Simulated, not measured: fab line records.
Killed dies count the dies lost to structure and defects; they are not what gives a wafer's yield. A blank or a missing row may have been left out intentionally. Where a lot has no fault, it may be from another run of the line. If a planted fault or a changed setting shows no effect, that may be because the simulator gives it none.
fab line records ; flow n5_finfet ; part 2 of 2: steps 27 to 35 of 35
record: lots: 5; wafers: 15; last_day: 15
route steps=1938 shown BEOL_M1@811 BEOL_M2@841
lots that met no fault: from a run of the same line without faults
start_h: start of the lot's first displayed wafer, in hours after the record's first day ; wait_h: hours since the lot's step before ; " repeats the value in the row above ; L1.1+2: a row that stands for several wafers ; - value missing, or start not given ; * or withheld: withheld ; < > ~ a bound
route shown NAME@n: a module of which the file shows steps, and the number in the route of the first ; usual: average and standard deviation across the fault-free wafers ; same: alike in all rows ; chamber/n: place in a boat ; sites: readings site by site ; _std_site: standard deviation of those values ; _edge_site: mean of outer sites minus mean of inner sites ; radius_mm: how far each site lies from the wafer's centre ; mask NAME#n: copy n ; behind: tool/chamber where the wafer was last shaped ; hold: the reason the lot was held/the length of the hold in hours/how it ended ; device: which transistor (n, p or np) failed to switch ; end of line: the tests these same wafers got at the end of their route ; a step with no rows: only its recipe ; killed: dies lost to structure and defects at the first sort, not the wafer's yield ; map: shows each die of a wafer: x if killed, . if not, _ if none is there
set.NAME: the run value of the setting; set.NAME@STEP: its run value at that earlier step ; model.NAME: the simulator's own value behind a step, which no gauge read
lots at selected steps of the route; one table per step, one row per wafer
services: when a tool's chamber went out of use (start_h, in hours from the record's first day, below 0 if earlier), for how many hours, and the reason
== steps ==
step: N5_BEOL_M1_PRE_CLEAN_56
recipe: gas: NH3; time_s: 15; temp_c: withheld; rf_power_w: 300
lot.wafer;tool;chamber;start_h;wait_h
L074.1+4+5;pecvd-01;0,1,2;133.42;0.1
L079.1+5+6;pecvd-04;1,1,2;165.21;0.1
L080.3+4+5;pecvd-01;1,1,2;177.56;0.1
L088.3+5+6;pecvd-04;1,2,0;219.80;0.1
L089.1+3+6;pecvd-04;0,2,2;220.34;0.1
step: N5_BEOL_M1_DEP_57
recipe: material: SiCN; target_thk_a: 80; temp_c: withheld; precursor: 3MS/NH3; pressure_torr: 3; rf_w: 202; time_s: 14
usual: showerhead_plenum_p_Torr: 3.669/0.015; throttle_valve_pct: 9.3/0.46
lot.wafer;tool;chamber;start_h;wait_h;showerhead_plenum_p_Torr;throttle_valve_pct
L074.1;pecvd-01;0;133.44;0.0;3.650;9.7
L074.4;pecvd-01;1;133.44;0.0;3.675;10.1
L074.5;pecvd-01;2;133.44;0.0;3.671;9.0
L079.1;pecvd-04;1;165.23;0.0;3.647;9.4
L079.5;pecvd-04;1;165.23;0.0;3.640;9.1
L079.6;pecvd-04;2;165.23;0.0;3.683;8.5
L080.3;pecvd-01;1;177.59;0.0;3.678;9.7
L080.4;pecvd-01;1;177.59;0.0;3.679;10.2
L080.5;pecvd-01;2;177.59;0.0;3.676;8.9
L088.3;pecvd-04;1;219.82;0.0;3.636;9.1
L088.5;pecvd-04;2;219.82;0.0;3.688;8.6
L088.6;pecvd-04;0;219.82;0.0;3.655;9.7
L089.1;pecvd-04;0;220.36;0.0;3.657;9.4
L089.3;pecvd-04;2;220.36;0.0;3.683;8.3
L089.6;pecvd-04;2;220.36;0.0;3.687;8.4
step: N5_BEOL_M1_RS_MEAS_58
recipe: thk_meas_gauge: four-point-probe; reads: Co_of_BEOL_M1_CO_CAP_55+Cu_of_BEOL_M1_ECD_50+Co_of_BEOL_M1_CVD_47+TaN_of_BEOL_M1_ALD_84
usual: M1_RS: 0.67/0.03
lot.wafer;tool;chamber;start_h;wait_h;M1_RS[ohm/sq]
L074.1;film_metro-01;-;133.51;0.0;0.69
L074.4;film_metro-01;-;133.51;0.0;0.61
L074.5;film_metro-01;-;133.51;0.0;0.66
L079.1;film_metro-01;-;165.31;0.1;0.66
L079.5;film_metro-01;-;165.31;0.1;0.64
L079.6;film_metro-01;-;165.31;0.1;0.64
L080.3;film_metro-01;-;177.66;0.1;0.67
L080.4;film_metro-01;-;177.66;0.1;0.65
L080.5;film_metro-01;-;177.66;0.1;0.65
L088.3;film_metro-01;-;219.89;0.1;0.72
L088.5;film_metro-01;-;219.89;0.1;0.63
L088.6;film_metro-01;-;219.89;0.1;0.65
L089.1;film_metro-01;-;220.43;0.0;0.69
L089.3;film_metro-01;-;220.43;0.0;0.72
L089.6;film_metro-01;-;220.43;0.0;0.63
step: N5_BEOL_M1_INSPECT_59
recipe: inspect_instrument: darkfield; mode: post_dep
usual: raw_defect_count: 77/29
lot.wafer;tool;chamber;start_h;wait_h;raw_defect_count
L074.1;defect_inspect-02;-;133.54;0.0;124
L074.4;defect_inspect-02;-;133.54;0.0;50
L074.5;defect_inspect-02;-;133.54;0.0;86
L079.1;defect_inspect-02;-;165.34;0.0;82
L079.5;defect_inspect-02;-;165.34;0.0;83
L079.6;defect_inspect-02;-;165.34;0.0;95
L080.3;defect_inspect-02;-;177.69;0.0;92
L080.4;defect_inspect-02;-;177.69;0.0;72
L080.5;defect_inspect-02;-;177.69;0.0;119
L088.3;defect_inspect-02;-;219.92;0.0;53
L088.5;defect_inspect-02;-;219.92;0.0;34
L088.6;defect_inspect-02;-;219.92;0.0;89
L089.1;defect_inspect-02;-;220.45;0.0;85
L089.3;defect_inspect-02;-;220.45;0.0;50
L089.6;defect_inspect-02;-;220.45;0.0;52
step: N5_BEOL_M2_ILD_DEP_00
recipe: material: SiOC; target_thk_a: 790; temp_c: 350; precursor: DEMS/O2; pressure_torr: 5; rf_w: 500; time_s: 15.3
usual: heater_power_w: 504/84; showerhead_plenum_p_Torr: 5.697/0.015; throttle_valve_pct: 12.2/0.57
lot.wafer;tool;chamber;start_h;wait_h;heater_power_w;showerhead_plenum_p_Torr;throttle_valve_pct
L074.1;pecvd-02;1;133.57;0.0;545;5.721;12.4
L074.4;pecvd-02;1;133.57;0.0;539;5.707;12.2
L074.5;pecvd-02;2;133.57;0.0;407;5.717;12.0
L079.1;pecvd-01;0;165.37;0.0;352;5.685;12.9
L079.5;pecvd-01;1;165.37;0.0;510;5.727;13.3
L079.6;pecvd-01;2;165.37;0.0;486;5.710;11.8
L080.3;pecvd-02;1;177.72;0.0;637;5.702;12.5
L080.4;pecvd-02;0;177.72;0.0;529;5.711;12.1
L080.5;pecvd-02;1;177.72;0.0;650;5.723;12.5
L088.3;pecvd-03;1;219.97;0.1;654;5.685;12.0
L088.5;pecvd-03;0;219.97;0.1;546;5.703;11.8
L088.6;pecvd-03;1;219.97;0.1;655;5.691;12.7
L089.1;pecvd-01;1;220.49;0.0;425;5.721;13.4
L089.3;pecvd-01;2;220.49;0.0;494;5.709;11.7
L089.6;pecvd-01;0;220.49;0.0;358;5.677;12.5
step: N5_BEOL_M2_THK_MEAS_01
recipe: reads: SiOC_of_BEOL_M2_ILD_DEP_00
usual: M2_ILD_THK: 79.0/1.1
lot.wafer;tool;chamber;start_h;wait_h;M2_ILD_THK[nm]
L074.1;film_metro-02;-;133.64;0.0;79.1
L074.4;film_metro-02;-;133.64;0.0;80.3
L074.5;film_metro-02;-;133.64;0.0;79.3
L079.1;film_metro-01;-;165.44;0.0;77.9
L079.5;film_metro-01;-;165.44;0.0;79.1
L079.6;film_metro-01;-;165.44;0.0;80.6
L080.3;film_metro-01;-;177.79;0.1;78.5
L080.4;film_metro-01;-;177.79;0.1;78.6
L080.5;film_metro-01;-;177.79;0.1;79.8
L088.3;film_metro-01;-;220.04;0.1;80.4
L088.5;film_metro-01;-;220.04;0.1;79.1
L088.6;film_metro-01;-;220.04;0.1;80.2
L089.1;film_metro-01;-;220.56;0.0;78.3
L089.3;film_metro-01;-;220.56;0.0;78.8
L089.6;film_metro-01;-;220.56;0.0;79.9
step: N5_BEOL_M2_PECVD_72
recipe: material: SiO2; target_thk_a: 160; temp_c: 400; precursor: TEOS/O2; pressure_torr: 5.5; rf_w: 450; teos_flow_sccm: 53.8; gas: O2; flow_sccm: 3000; time_s: 18
usual: heater_power_w: 741/120; showerhead_plenum_p_Torr: 8.81/0.055; throttle_valve_pct: 23.1/0.97
lot.wafer;tool;chamber;start_h;wait_h;heater_power_w;showerhead_plenum_p_Torr;throttle_valve_pct
L074.1;pecvd-01;1;133.68;0.0;764;8.87;25.0
L074.4;pecvd-01;2;133.68;0.0;727;8.85;22.3
L074.5;pecvd-01;1;133.68;0.0;775;8.85;25.1
L079.1;pecvd-02;0;165.48;0.0;769;8.86;22.4
L079.5;pecvd-02;0;165.48;0.0;767;8.87;22.3
L079.6;pecvd-02;2;165.48;0.0;703;8.86;22.6
L080.3;pecvd-03;1;177.83;0.0;960;8.73;23.2
L080.4;pecvd-03;0;177.83;0.0;844;8.83;22.2
L080.5;pecvd-03;2;177.83;0.0;717;8.73;22.4
L088.3;pecvd-03;1;220.09;0.1;886;8.74;23.1
L088.5;pecvd-03;0;220.09;0.1;847;8.84;22.1
L088.6;pecvd-03;1;220.09;0.1;906;8.74;23.2
L089.1;pecvd-03;0;220.60;0.0;706;8.82;22.5
L089.3;pecvd-03;1;220.60;0.0;863;8.72;23.2
L089.6;pecvd-03;0;220.60;0.0;697;8.84;22.1
step: N5_BEOL_M2_HM_DEP_02
recipe: material: TiN; target_thk_a: 200; temp_c: 25; chamber_pressure_pa: 0.49996
usual: throttle_valve_pct: 30.1/0.99
lot.wafer;tool;chamber;start_h;wait_h;throttle_valve_pct
L074.1;pvd_sputter-03;-;134.05;0.4;28.5
L074.4;pvd_sputter-03;-;134.05;0.4;30.4
L074.5;pvd_sputter-03;-;134.05;0.4;29.3
L079.1;pvd_sputter-01;-;165.58;0.1;30.5
L079.5;pvd_sputter-01;-;165.58;0.1;30.5
L079.6;pvd_sputter-01;-;165.58;0.1;31.4
L080.3;pvd_sputter-03;-;178.06;0.2;28.6
L080.4;pvd_sputter-03;-;178.06;0.2;29.6
L080.5;pvd_sputter-03;-;178.06;0.2;28.5
L088.3;pvd_sputter-01;-;221.06;1.0;30.5
L088.5;pvd_sputter-01;-;221.06;1.0;31.2
L088.6;pvd_sputter-01;-;221.06;1.0;30.4
L089.1;pvd_sputter-03;-;223.13;2.5;30.0
L089.3;pvd_sputter-03;-;223.13;2.5;30.3
L089.6;pvd_sputter-03;-;223.13;2.5;29.6
step: N5_BEOL_M2_COAT_61
recipe: resist: SOC; temp_c: 250; time_s: 60; spin_rpm: 1500; resist_thk_nm: 60
usual: resist_line_temp_C: 22.99/0.098
lot.wafer;tool;chamber;start_h;wait_h;resist_line_temp_C
L074.1;litho_track-02;0;134.18;0.1;23.07
L074.4;litho_track-02;0;134.18;0.1;22.88
L074.5;litho_track-02;0;134.18;0.1;22.97
L079.1;litho_track-02;0;165.71;0.1;23.04
L079.5;litho_track-02;0;165.71;0.1;23.02
L079.6;litho_track-02;0;165.71;0.1;23.24
L080.3;litho_track-05;0;178.18;0.1;23.00
L080.4;litho_track-05;0;178.18;0.1;22.97
L080.5;litho_track-05;0;178.18;0.1;22.97
L088.3;litho_track-04;0;221.19;0.1;23.01
L088.5;litho_track-04;0;221.19;0.1;23.02
L088.6;litho_track-04;0;221.19;0.1;22.79
L089.1;litho_track-04;0;223.26;0.1;23.00
L089.3;litho_track-04;0;223.26;0.1;23.00
L089.6;litho_track-04;0;223.26;0.1;23.05
== services ==
tool;chamber;start_h;hours;kind
ecd_cu-02;-;111.25;1.5;repair
cvd_co-02;1;114.67;-;clean
cvd_co-02;1;114.67;22.0;scheduled_down
cvd_co-02;1;114.67;22.0;vent_cycle
ecd_cu-01;-;117.20;0.3;repair
ald_metal-04;2;118.75;4.3;repair
rtp_anneal-01;-;120.93;4.6;pm
cmp-01;-;133.70;17.0;pm
ecd_cu-02;-;136.16;3.0;repair
cmp-02;-;147.13;0.3;repair
ecd_cu-01;-;147.34;1.7;repair
cmp-03;-;149.76;4.0;pm
pecvd-01;-;160.34;2.7;repair
cmp-01;-;161.94;2.5;repair
pecvd-04;-;169.48;6.0;pm
pecvd-02;-;181.92;2.8;pm
pecvd-01;2;184.32;17.0;repair
pecvd-03;2;202.56;-;clean
pecvd-03;2;202.56;-;consumable_replace:showerhead
pecvd-03;2;202.56;29.0;scheduled_down
pecvd-02;-;207.67;14.6;pm
cmp-01;-;210.13;3.9;repair
cvd_co-01;-;210.25;2.8;pm
cmp-01;-;218.67;0.6;repair
